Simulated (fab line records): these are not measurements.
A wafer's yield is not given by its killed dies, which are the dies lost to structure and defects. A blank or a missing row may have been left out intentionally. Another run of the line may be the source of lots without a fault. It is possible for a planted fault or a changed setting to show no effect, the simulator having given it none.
Comparing a struck lot with a sound one    flow nand harc    39 steps out of a route of 1159
Sound: these wafers, L746.3, L746.4, L746.6. The struck wafers were L759.3, L759.4, L759.6. Last of all comes the cause.
Per side, at each step with rows, come the tool, then ch with its chambers, and then its first start. Under that, the readings that differ: sound wafers    struck wafers    difference of the means    sigmas: that difference in standard deviations of wafers without a fault.
alike: words and numbers the same on both sides, and readings whose means are apart by under 2 such deviations; not compared: readings that were withheld, readings missing a value for some wafer, numbers with overlapping values and no deviation given by the record, and bounds like >300 which may hide the same value.
A row with sigmas, a row that says differs or no value, or rows on one side alone: a step with any of these is where the two part. When numbers do not overlap yet have no deviation, they are printed without sigmas and do not part them. A reading that every wafer of one side lacks parts them only if that side has two wafers or more.

first, 2 steps without rows for these wafers: NHARC_A_WL_FILL_SRD_14; NHARC_A_WL_FILL_ALD_19 (deposits TiN, target thk 2 nm, pulse time 3 s, ald cycles 100).
NHARC_A_WL_FILL_CVD_20: deposits W, target thk 75 nm, time 5064 s.
  sound: cvd w-02 ch 0,1; struck: cvd w-02 ch 0,1
  alike: heater power w, susceptor temp C, throttle valve pct
then, 2 steps without rows for these wafers: NHARC_A_WL_FILL_CMP_12 (polishes, t overpolish 30 s, target thk 75 nm); NHARC_A_WL_FILL_SRD_31.
NHARC_A_WL_FILL_INSPECT_15:
  sound: defect inspect-02 at day 16 17:47; struck: defect inspect-02 at day 19 21:34
  alike: raw defect count
then, 2 steps without rows for these wafers: NHARC_A_CONTACT_DEP_24 (deposits SiO2, target thk 500 nm); NHARC_A_CONTACT_DEP_28 (deposits aC, target thk 3600 nm).
NHARC_A_CONTACT_DEP_29: deposits SiON, target thk 70 nm.
  sound on pecvd-01 ch 1,2, day 16 22:32; struck on pecvd-01 ch 0,1, day 20 01:09
  alike: heater power w, susceptor temp C
then, 10 steps without rows for these wafers: NHARC_A_CONTACT_DEHYDRATE_32 (time 120 s); NHARC_A_CONTACT_HMDS_33 (time 30 s); NHARC_A_CONTACT_COAT_34 (time 75 s); NHARC_A_CONTACT_COAT_35 (time 65 s); NHARC_A_CONTACT_COAT_36 (resist thk 90 nm); NHARC_A_CONTACT_SOFTBAKE_37 (time 55 s); NHARC_A_CONTACT_EBR_38; NHARC_A_CONTACT_EXPOSE_39 (exposes mask A CC 3); NHARC_A_CONTACT_PEB_40 (peb time 65 s); NHARC_A_CONTACT_DEVELOP_41 (develop time 35 s).
NHARC_A_CONTACT_CD_MEAS_42: the cd target is 200 nm.
  sound on cd sem-03 ch 0, day 16 23:13; struck on cd sem-03 ch 0, day 20 01:53
  alike: cd nm
NHARC_A_CONTACT_OVL_MEAS_43:
  sound: overlay-01 at day 16 23:17; struck: overlay-02 at day 20 01:58
reading            sound        struck          difference  sigmas
overlay x nm (nm)  1.3 0.6 1.0  -0.9 -0.6 -0.8  -1.7        -2
overlay y nm (nm)  1.8 1.6 1.4  -0.6 -1.0 -1.2  -2.5        -3
NHARC_A_CONTACT_INSPECT_44:
  sound: defect inspect-02 at day 16 23:20; struck: defect inspect-02 at day 20 02:01
  alike: raw defect count
then, 6 steps without rows for these wafers: NHARC_A_CONTACT_DESCUM_47 (chemistry O2, time 3 s); NHARC_A_CONTACT_ETCH_48 (etches the open film in CF4, target depth 39 nm, time 65 s); NHARC_A_CONTACT_ETCH_49 (etches the open film in N2/H2, target depth 260 nm, time 475.3 s); NHARC_A_CONTACT_ETCH_50 (etches the open film in CF4/CHF3, target depth 84.7 nm, time 42.4 s); NHARC_A_CONTACT_ETCH_51 (etches the open film in O2/COS, target depth 3600 nm, time 936 s); NHARC_A_CONTACT_ETCH_111 (etches the open film in C4F8/O2/Ar, time 140 s, target depth 700 nm).
NHARC_A_CONTACT_ETCH_112: etches the open film in C4F8/O2/Ar, time 94 s, target depth 922 nm.
  sound on har cap etch-03 ch 0,1, day 17 00:54; struck on har cap etch-01 ch 0,1, day 20 03:37
  alike: oes air line au
  not compared: rf hours counter h
then, 3 steps without rows for these wafers: NHARC_A_CONTACT_ETCH_113 (etches the open film in C4F8/O2/Ar, time 94 s, target depth 922 nm); NHARC_A_CONTACT_ETCH_114 (etches the open film in C4F8/O2/Ar, time 94 s, target depth 922 nm); NHARC_A_CONTACT_ETCH_115 (etches the open film in C4F8/O2/Ar, time 94 s, target depth 922 nm).
NHARC_A_CONTACT_ETCH_116: etches the open film in C4F8/O2/Ar, time 94 s, target depth 922 nm.
  sound on har cap etch-03 ch 0,1, day 17 01:16; struck on har cap etch-01 ch 0,1, day 20 03:58
  alike: oes air line au
  not compared: rf hours counter h
then, 2 steps without rows for these wafers: NHARC_A_CONTACT_ETCH_117 (etches the open film in C4F8/O2/Ar, time 94 s, target depth 922 nm); NHARC_A_CONTACT_ETCH_118 (etches the open film in C4F8/O2/Ar, time 94 s, target depth 922 nm).
NHARC_A_CONTACT_ETCH_119: etches the open film in C4F8/O2/Ar, time 94 s, target depth 922 nm.
  sound on har cap etch-03 ch 0,1, day 17 01:32; struck on har cap etch-01 ch 0,1, day 20 04:14
  alike: oes air line au
  not compared: rf hours counter h
then, 1 step without rows for these wafers: NHARC_A_CONTACT_ETCH_120 (etches the open film in C4F8/O2/Ar, time 94 s, target depth 922 nm).
NHARC_A_CONTACT_ETCH_121: etches the open film in C4F8/O2/Ar, time 94 s, target depth 922 nm.
  sound on har cap etch-03 ch 0,1, day 17 01:43; struck on har cap etch-01 ch 0,1, day 20 04:25
  alike: oes air line au
  not compared: rf hours counter h
-- jump in the record: it breaks off in module A_CONTACT and resumes in module END (first step shown: number 1159 of the route), and 3 days separate the struck wafers' starts before and after --
NHARC_END_SORT_01:
  the record has rows for the struck wafers here (prober-02 ch 0, day 22 19:45) and none for the sound ones

WHERE THEY PART
Earliest at NHARC_A_CONTACT_OVL_MEAS_43; latest, in this record, at NHARC_END_SORT_01.

WHY: the cause the simulator had injected
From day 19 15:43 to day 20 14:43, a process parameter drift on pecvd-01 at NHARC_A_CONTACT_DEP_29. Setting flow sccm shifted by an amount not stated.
